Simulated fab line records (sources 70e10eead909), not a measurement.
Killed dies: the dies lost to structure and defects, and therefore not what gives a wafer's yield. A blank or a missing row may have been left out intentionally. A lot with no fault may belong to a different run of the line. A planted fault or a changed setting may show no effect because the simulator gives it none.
fab line records	flow nandHarc
[record] lots = 6	wafers = 18	lastDay = 24
route steps=1159 shown THIN_TSV@1101
lots that met no fault: from a run of the same line without faults
startH: hours from the record's first day to the start of the lot's first wafer shown	waitH: time in hours since the lot's previous step	" identical to the entry in the row above	L1.1+2: one row covering several wafers at once	- no value, or no start given	* or withheld: withheld	< > ~ a bound
route shown NAME@n: names a module that has steps shown in the file, with the first one's number in the route	usual: mean/standard deviation taken from wafers without a fault	same: alike in all rows	chamber/n: place in a boat	sites: readings site by site	_std_site: the values' standard deviation	_edge_site: the outer-site mean with the inner-site mean subtracted	radiusMm: how far each site lies from the wafer's centre	mask NAME#n: copy n	behind: tool/chamber where the wafer was last shaped	hold: why the lot went on hold/how many hours it stayed there/how the hold came to an end	device: the n, p or np transistor that did not switch	end of line: the same wafers' tests at the end of the route	a step with no rows: only its recipe	killed: dies that structure and defects cost at the first sort, which is not the same as the wafer's yield	map: shows each die of a wafer: x if killed, . if not, _ if none is there
set.NAME: the run value of the setting; set.NAME@STEP: its run value at that earlier step	model.NAME: the simulator's own value behind a step, which no gauge read
lots seen at some steps along the route; tables by step, rows by wafer
services: the hour from which a tool's chamber was out of use, counted from the record's first day as startH (under 0 if before that day), plus the number of hours and why
[[steps]]
[step NHARC_THIN_TSV_GRIND_00]
[recipe] targetThkUm = 6
[step NHARC_THIN_TSV_CMP_01]
[recipe] targetThkUm = 3
[step NHARC_THIN_TSV_THK_MEAS_02]
[recipe] thkMeasGauge = ir
[usual] thkNm = 3068/200
lot.wafer	tool	chamber	startH	waitH	thkNm
L829.1	filmMetro-02	-	446.74	-	3012
L829.4	"	-	"	"	3188
L829.5	"	-	"	"	3399
L830.3	filmMetro-02	-	452.36	-	3321
L830.4	"	-	"	"	3158
L830.6	"	-	"	"	3209
L843.2	filmMetro-02	-	524.13	-	3236
L843.3	"	-	"	"	3149
L843.6	"	-	"	"	3140
L848.2	filmMetro-01	-	531.50	0.2	3086
L848.4	"	-	"	"	3028
L848.6	"	-	"	"	3242
L850.2	filmMetro-01	-	552.04	-	3236
L850.3	"	-	"	"	3195
L850.6	"	-	"	"	3635
L849.1	filmMetro-01	-	562.03	0.2	3065
L849.3	"	-	"	"	3104
L849.6	"	-	"	"	2883
[step NHARC_THIN_TSV_SRD_03]
[step NHARC_THIN_TSV_PRECLEAN_41]
[recipe] timeS = *	tempC = 50	bathAgeMin = 0	chemistry = SC1
[step NHARC_THIN_TSV_SRD_42]
[step NHARC_THIN_TSV_DEP_43]
[recipe] targetThkA = 13285	tempC = withheld	pressureTorr = 6.5	rfW = 900	teosFlowSccm = 161.4	flowSccm = 2650	targetThkNm = 1328.5	gas = O2	material = SiO2
[step NHARC_THIN_TSV_DEHYDRATE_04]
[recipe] tempC = 150	timeS = 120
[step NHARC_THIN_TSV_HMDS_05]
[recipe] timeS = 30
[step NHARC_THIN_TSV_COAT_06]
[recipe] spinRpm = *
[step NHARC_THIN_TSV_SOFTBAKE_07]
[recipe] tempC = 122	timeS = 95
[step NHARC_THIN_TSV_EBR_08]
[step NHARC_THIN_TSV_EXPOSE_09]
[recipe] na = 0.55	doseMj = 30.7	maskId = TSV
[usual] exposureDoseMJCm2 = 30.704/0.029
[same] na = 0.55
lot.wafer	tool	chamber	startH	waitH	mask	exposureDoseMJCm2
L829.1	krfScanner-03	0	447.51	-	TSV#0	30.708
L829.4	"	0	"	"	TSV#0	30.694
L829.5	"	0	"	"	TSV#0	30.695
L830.3	krfScanner-04	0	453.15	-	TSV#0	30.682
L830.4	"	0	"	"	TSV#0	30.686
L830.6	"	0	"	"	TSV#0	30.653
L843.2	krfScanner-01	0	525.04	-	TSV#0	30.696
L843.3	"	0	"	"	TSV#0	30.715
L843.6	"	0	"	"	TSV#0	30.700
L848.2	krfScanner-03	0	532.41	-	TSV#0	44.248
L848.4	"	0	"	"	TSV#0	44.207
L848.6	"	0	"	"	TSV#0	44.233
L850.2	krfScanner-01	0	552.82	-	TSV#0	30.680
L850.3	"	0	"	"	TSV#0	30.736
L850.6	"	0	"	"	TSV#0	30.733
L849.1	krfScanner-03	0	562.80	-	TSV#0	44.222
L849.3	"	0	"	"	TSV#0	44.170
L849.6	"	0	"	"	TSV#0	44.188
[step NHARC_THIN_TSV_PEB_10]
[recipe] pebTempC = 118	pebTimeS = 85
[step NHARC_THIN_TSV_DEVELOP_11]
[recipe] timeS = 70
[step NHARC_THIN_TSV_CD_MEAS_12]
[recipe] targetCdNm = 1000	landingEnergyEv = 500
[usual] cdNm = 999.7/1.6
lot.wafer	tool	chamber	startH	waitH	cdNm
L829.1	cdSem-03	0	447.66	-	999.9
L829.4	"	0	"	"	998.1
L829.5	"	0	"	"	997.4
L830.3	cdSem-01	0	453.31	-	998.2
L830.4	"	0	"	"	997.2
L830.6	"	0	"	"	997.2
L843.2	cdSem-01	0	525.19	-	1001.0
L843.3	"	0	"	"	1000.7
L843.6	"	0	"	"	999.6
L848.2	cdSem-03	0	532.57	-	1009.3
L848.4	"	0	"	"	1010.9
L848.6	"	0	"	"	1008.9
L850.2	cdSem-03	0	552.97	-	1001.1
L850.3	"	0	"	"	1003.7
L850.6	"	0	"	"	1000.3
L849.1	cdSem-01	0	562.95	-	1009.7
L849.3	"	0	"	"	1010.1
L849.6	"	0	"	"	1009.3
[step NHARC_THIN_TSV_HARDBAKE_13]
[recipe] tempC = 125	timeS = 80
[step NHARC_THIN_TSV_DESCUM_14]
[recipe] timeS = 3	o2FlowSccm = 200	arFlowSccm = 0	biasPowerW = 0	chemistry = O2
[step NHARC_THIN_TSV_ETCH_44]
[recipe] targetDepthA = 15942	timeS = 797.1	cf4FlowSccm = 150	o2FlowSccm = 10	arFlowSccm = 0	rfW = 300	biasW = 800	chemistry = CF4/O2
[usual] drypumpMotorCurrentA = 5.8/0.55	oesProductAu = 1.001/0.0079	rfVppV = 794/4.7	showerheadPlenumPTorr = 1.83/0.077	throttleValvePct = 16.914/0.0094
lot.wafer	tool	chamber	startH	waitH	drypumpMotorCurrentA	oesProductAu	rfHoursCounterH	rfVppV	showerheadPlenumPTorr	throttleValvePct
L829.1	rieDiel-13	2	448.08	0.2	5.5	1.012	22	797	1.89	16.924
L829.5	"	0	"	"	6.1	1.001	-	791	1.77	16.901
L829.4	"	2	"	"	5.5	0.997	-	797	1.89	16.922
L830.4	rieDiel-05	1	453.55	0.1	5.1	0.996	6	789	1.74	16.907
L830.3	"	2	"	"	6.5	1.001	7	793	1.80	16.923
L830.6	"	1	"	"	5.1	0.997	-	788	1.74	16.893
L843.2	rieDiel-13	3	525.43	0.1	5.4	0.981	5	800	1.94	16.918
L843.3	"	1	"	"	5.1	0.987	7	800	1.92	16.915
L843.6	"	3	"	"	5.4	0.990	-	801	1.94	16.909
L848.2	rieDiel-05	0	532.93	0.2	6.3	0.999	1	789	1.74	16.903
L848.4	"	1	"	"	5.1	0.993	1	789	1.74	16.897
L848.6	"	3	"	"	6.1	0.982	-	797	1.89	16.923
L850.2	rieDiel-09	3	553.33	0.2	6.7	1.014	8	799	1.92	16.913
L850.3	"	0	"	"	5.4	1.001	8	800	1.92	16.892
L850.6	"	1	"	"	5.6	1.003	-	790	1.75	16.904
L849.1	rieDiel-09	2	563.25	0.1	5.0	0.995	7	789	1.75	16.897
L849.3	"	3	"	"	6.7	1.018	9	801	1.92	16.918
L849.6	"	1	"	"	5.7	1.007	-	788	1.75	16.924
[step NHARC_THIN_TSV_ETCH_15]
[recipe] targetDepthA = 30000	boschTargetOveretchCycles = 2	boschEtchStepS = 2.8	boschDepStepS = 1.2	boschCycles = 14
[step NHARC_THIN_TSV_CD_MEAS_16]
[usual] cdNm = 999.7/1.5
lot.wafer	tool	chamber	startH	waitH	cdNm
L829.1	cdSem-03	-	448.77	0.1	1000.2
L829.4	"	-	"	"	998.5
L829.5	"	-	"	"	998.0
L830.3	cdSem-03	-	454.28	0.1	998.3
L830.4	"	-	"	"	998.0
L830.6	"	-	"	"	998.1
L843.2	cdSem-02	-	526.16	0.1	1001.0
L843.3	"	-	"	"	1000.0
L843.6	"	-	"	"	999.9
L848.2	cdSem-03	-	533.53	0.1	1010.2
L848.4	"	-	"	"	1011.6
L848.6	"	-	"	"	1009.4
L850.2	cdSem-02	-	553.93	0.1	1001.0
L850.3	"	-	"	"	1003.8
L850.6	"	-	"	"	1000.6
L849.1	cdSem-03	-	563.91	0.1	1009.5
L849.3	"	-	"	"	1010.2
L849.6	"	-	"	"	1009.4
[step NHARC_THIN_TSV_STRIP_45]
[recipe] powerW = 1500	tempC = 250	chemistry = O2
[step NHARC_THIN_TSV_STRIP_46]
[recipe] timeS = 1200	tempC = 72.5	chemistry = postEtchResidueRemover
[step NHARC_THIN_TSV_DEP_47]
[recipe] targetThkA = 2000	tempC = withheld	pressureTorr = 6.5	rfW = 900	teosFlowSccm = 161.4	flowSccm = 2650	targetThkNm = 200	gas = O2	material = SiO2
[usual] chamberPressureTorr = 6.501/0.015	throttleValvePct = 15.9/0.45
lot.wafer	tool	chamber	startH	waitH	chamberPressureTorr	throttleValvePct
L829.1	pecvd-01	1	449.70	-	6.513	15.4
L829.5	"	0	"	"	6.495	16.5
L829.4	"	2	"	"	6.469	15.7
L830.3	pecvd-02	0	455.14	-	6.512	15.6
L830.4	"	0	"	"	6.490	15.7
L830.6	"	2	"	"	6.516	15.6
L843.2	pecvd-01	1	527.05	-	6.508	15.5
L843.3	"	2	"	"	6.518	15.9
L843.6	"	1	"	"	6.511	15.7
L848.2	pecvd-04	2	534.51	-	6.478	15.6
L848.4	"	1	"	"	6.520	16.2
L848.6	"	2	"	"	6.499	15.6
L850.2	pecvd-02	2	554.81	-	6.472	15.3
L850.3	"	0	"	"	6.495	15.2
L850.6	"	0	"	"	6.478	15.5
L849.3	pecvd-02	0	564.78	-	6.508	15.2
L849.1	"	2	"	"	6.514	15.5
L849.6	"	1	"	"	6.477	16.9
[step NHARC_THIN_TSV_ETCHBACK_48]
[recipe] targetDepthA = 10285	overEtchFrac = 0.3	timeS = 405.17	ionEnergyEv = 250	c4f8FlowSccm = withheld	arFlowSccm = withheld	rfW = 600	biasW = 300	chemistry = C4F8/Ar
[step NHARC_THIN_TSV_STRIP_62]
[recipe] powerW = 1500	tempC = 250	timeS = 20	chemistry = N2/H2
[step NHARC_THIN_TSV_DEGAS_49]
[recipe] tempC = 300	timeS = 120
[step NHARC_THIN_TSV_PRE_CLEAN_50]
[recipe] timeS = 30	tempC = 280	gas = H2/He
[step NHARC_THIN_TSV_PVD_19]
[recipe] targetThkA = 200	chamberPressurePa = 5	material = TaN
[usual] throttleValvePct = 30.0/0.89
lot.wafer	tool	chamber	startH	waitH	throttleValvePct
L829.4	pvdSputter-03	-	-	-	30.0
L829.1	"	-	"	"	29.3
L829.5	"	-	"	"	30.3
L830.3	pvdSputter-03	-	-	-	28.7
L830.4	"	-	"	"	30.3
L830.6	"	-	"	"	28.6
L843.2	pvdSputter-03	-	-	-	29.7
L843.3	"	-	"	"	29.4
L843.6	"	-	"	"	28.9
L848.2	pvdSputter-02	-	-	-	29.2
L848.4	"	-	"	"	29.3
L848.6	"	-	"	"	28.9
L850.3	pvdSputter-01	-	-	-	29.8
L850.2	"	-	"	"	29.6
L850.6	"	-	"	"	30.2
L849.3	pvdSputter-03	-	-	-	29.4
L849.1	"	-	"	"	28.7
L849.6	"	-	"	"	30.1
[step NHARC_THIN_TSV_PVD_51]
[recipe] targetThkA = 1000	chamberPressurePa = 5	material = Cu
[step NHARC_THIN_TSV_ECD_20]
[recipe] targetThkA = 20000	material = Cu
[step NHARC_THIN_TSV_ANNEAL_52]
[recipe] tempC = 225	timeS = 90
[usual] wafer_temp_C_max = 226.36/0.29
lot.wafer	tool	chamber	startH	waitH	wafer_temp_C_max
L829.1	rtpAnneal-02	0	451.92	0.5	226.37
L829.4	"	0	"	"	226.61
L829.5	"	0	"	"	226.93
L830.3	rtpAnneal-02	0	457.41	0.5	226.26
L830.4	"	0	"	"	226.18
L830.6	"	0	"	"	226.65
L843.2	rtpAnneal-01	0	529.21	0.7	225.94
L843.3	"	0	"	"	226.24
L843.6	"	0	"	"	225.78
L848.2	rtpAnneal-01	0	536.59	0.6	226.40
L848.4	"	0	"	"	226.08
L848.6	"	0	"	"	226.28
L850.2	rtpAnneal-02	0	557.23	0.6	226.83
L850.3	"	0	"	"	226.68
L850.6	"	0	"	"	226.70
L849.1	rtpAnneal-02	0	566.90	0.6	226.37
L849.3	"	0	"	"	226.47
L849.6	"	0	"	"	226.46
[step NHARC_THIN_TSV_CMP_21]
[recipe] tOverpolishS = 30	targetThkNm = 2000
[usual] edgeZonePressureFrac = 1.000/0.0051	motorCurrentA = 11.9/1.2	overpolishRunS = 30.000/0.0089
lot.wafer	tool	chamber	startH	waitH	edgeZonePressureFrac	motorCurrentA	overpolishRunS
L829.4	cmp-01	1	452.29	-	1.006	12.4	30.006
L829.1	"	2	"	"	1.000	11.4	30.012
L829.5	"	1	"	"	0.999	12.4	29.990
L830.4	cmp-01	0	457.68	-	0.996	10.7	30.007
L830.3	"	1	"	"	0.994	12.6	29.999
L830.6	"	0	"	"	0.997	10.8	29.999
L843.2	cmp-02	2	529.50	-	1.001	13.4	29.998
L843.3	"	3	"	"	0.995	12.8	29.994
L843.6	"	2	"	"	0.995	13.3	30.018
L848.2	cmp-02	0	536.89	-	0.996	9.9	29.998
L848.4	"	1	"	"	0.992	11.5	30.009
L848.6	"	1	"	"	0.996	10.9	30.000
L850.2	cmp-01	0	557.58	-	1.003	10.4	29.990
L850.3	"	1	"	"	1.014	12.0	30.018
L850.6	"	2	"	"	1.004	11.3	29.994
L849.1	cmp-01	3	567.24	-	1.011	13.7	30.004
L849.3	"	1	"	"	1.001	12.6	29.989
L849.6	"	0	"	"	0.998	11.1	30.001
[step NHARC_THIN_TSV_SRD_23]
[step NHARC_THIN_TSV_DEGAS_53]
[recipe] tempC = 300	timeS = 60
[step NHARC_THIN_TSV_PRE_CLEAN_54]
[recipe] timeS = 30	tempC = 280	gas = H2/He
[step NHARC_THIN_TSV_PVD_55]
[recipe] targetThkA = 500	material = TiN
[step NHARC_THIN_TSV_PVD_24]
[recipe] targetThkA = 8000	powerW = withheld	chamberPressurePa = withheld	substrateTempC = withheld	timeS = withheld	gas = Ar	material = Al
[step NHARC_THIN_TSV_DEHYDRATE_25]
[recipe] tempC = 150	timeS = 120
[step NHARC_THIN_TSV_HMDS_26]
[recipe] timeS = 30
[step NHARC_THIN_TSV_COAT_27]
[recipe] spinRpm = *
[step NHARC_THIN_TSV_CD_MEAS_37]
[usual] cdNm = 5000.3/2.2
lot.wafer	tool	chamber	startH	waitH	cdNm
L829.1	cdSem-01	-	455.55	-	5001.6
L829.4	"	-	"	"	5000.7
L829.5	"	-	"	"	5000.1
L830.3	cdSem-03	-	460.60	-	4999.6
L830.4	"	-	"	"	4999.2
L830.6	"	-	"	"	4997.3
L843.2	cdSem-02	-	532.55	-	5001.9
L843.3	"	-	"	"	5000.7
L843.6	"	-	"	"	4998.9
L848.2	cdSem-01	-	539.95	-	5010.0
L848.4	"	-	"	"	5012.2
L848.6	"	-	"	"	5012.9
L850.2	cdSem-03	-	560.69	-	5001.2
L850.3	"	-	"	"	5005.5
L850.6	"	-	"	"	5000.7
L849.1	cdSem-02	-	570.77	-	5008.1
L849.3	"	-	"	"	5009.3
L849.6	"	-	"	"	5008.7
[[services]]
tool	chamber	startH	hours	kind
cmp-02	-	424.13	4.0	pm
krfScanner-01	-	428.00	4.0	pm
rieDiel-09	3	428.29	8.4	repair
krfScanner-04	-	428.74	1.9	repair
rieDiel-09	-	431.13	9.0	pm
rieDiel-13	-	453.00	9.0	pm
krfScanner-04	-	453.59	0.2	repair
pvdSputter-03	-	458.08	10.0	pm
cmp-02	-	466.07	0.6	repair
rieDiel-09	2	467.11	20.8	repair
krfScanner-04	-	470.00	4.0	pm
cmp-01	-	476.37	1.1	repair
pvdSputter-02	-	477.55	1.4	repair
krfScanner-04	-	478.99	5.7	repair
cmp-01	-	479.20	4.0	pm
krfScanner-03	-	512.00	4.0	pm
pecvd-02	-	515.46	13.0	pm
cmp-02	-	515.76	2.2	repair
pecvd-01	1	517.29	5.0	repair
rieDiel-05	-	517.60	9.0	pm
rieDiel-13	3	536.92	2.9	repair
rieDiel-05	2	560.87	4.4	repair
cmp-01	-	562.31	0.8	repair
rieDiel-13	-	562.86	1.6	repair
[[key]]
[firstSign] step = NHARC_THIN_TSV_EXPOSE_09	reading = exposureDoseMJCm2	direction = up	sigmas = 99+	usual = 30.704	struck = 44.211
[effect] step = NHARC_THIN_TSV_CD_MEAS_12	reading = cdNm	direction = up	sigmas = 6.2	usual = 999.7	struck = 1009.7
[effect] step = NHARC_THIN_TSV_CD_MEAS_16	reading = cdNm	direction = up	sigmas = 6.7	usual = 999.7	struck = 1010.1
[effect] step = NHARC_THIN_TSV_CD_MEAS_37	reading = cdNm	direction = up	sigmas = 4.5	usual = 5000.3	struck = 5010.2
metAt NHARC_THIN_TSV_EXPOSE_09
struckWafers L848.2,L848.4,L848.6,L849.1,L849.3,L849.6
onsetBetween 447.51 532.41
[fault] kind = processParameterDrift	tool = krfScanner-03	chamber = -	onsetH = 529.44	steps = NHARC_THIN_TSV_EXPOSE_09	channel = doseMj	offset = 13.517	shape = step	actsIn = theseRecipesOnly	stated = 30.7
